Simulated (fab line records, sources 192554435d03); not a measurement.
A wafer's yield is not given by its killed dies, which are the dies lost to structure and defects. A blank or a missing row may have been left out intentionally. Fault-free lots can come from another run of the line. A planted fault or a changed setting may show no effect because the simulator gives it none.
Chamber matching -- flow n5 finfet -- rie diel-01 running N5_BEOL_M7_ETCH_61: 4 sister chambers
The step etches SiARC in CF4, target depth 45.5 nm, time 75.8 s. 4 wafers are shown with their chamber, then 10 later ones without.

== EACH WAFER AND ITS CHAMBER ==
wafer,chamber,drypump motor current A (A)
L081.2,2,5.7
L081.5,1,5.8
L083.3,3,5.4
L083.5,0,6.5

== WAFERS WITH NO CHAMBER GIVEN ==
wafer,drypump motor current A (A)
L083.6,5.8
L089.1,5.4
L089.2,5.8
L089.3,6.4
L094.2,6.4
L094.3,5.4
L094.6,5.3
L096.1,5.7
L096.3,6.4
L096.5,6.5

== THE CHAMBER EACH PASSED THROUGH ==
wafer,from the rows above,in truth
L083.6,can't be placed: 1 or 2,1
L089.1,3,3
L089.2,can't be placed: 1 or 2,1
L089.3,0,0
L094.2,0,0
L094.3,3,3
L094.6,3,3
L096.1,can't be placed: 2 or 1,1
L096.3,0,0
L096.5,0,0
Placed correctly: 7 of 10. Can't be placed from these rows: 3 (the true chamber is among the candidates in 3). Number placed wrongly: 0.
How it was worked out, from the rows above alone: a wafer's distance from a chamber is the root of the sum, over the readings, of the square of ((its reading less the chamber's mean) divided by the reading's scatter). If the next closest chamber is less than 2 further off than the closest, the wafer can't be placed; otherwise it belongs to the closest. A chamber's mean is the mean of its shown wafers. The scatter (one wafer shown for each chamber): square how far every hidden wafer sits from the nearest shown wafer, average those squares and take the square root.
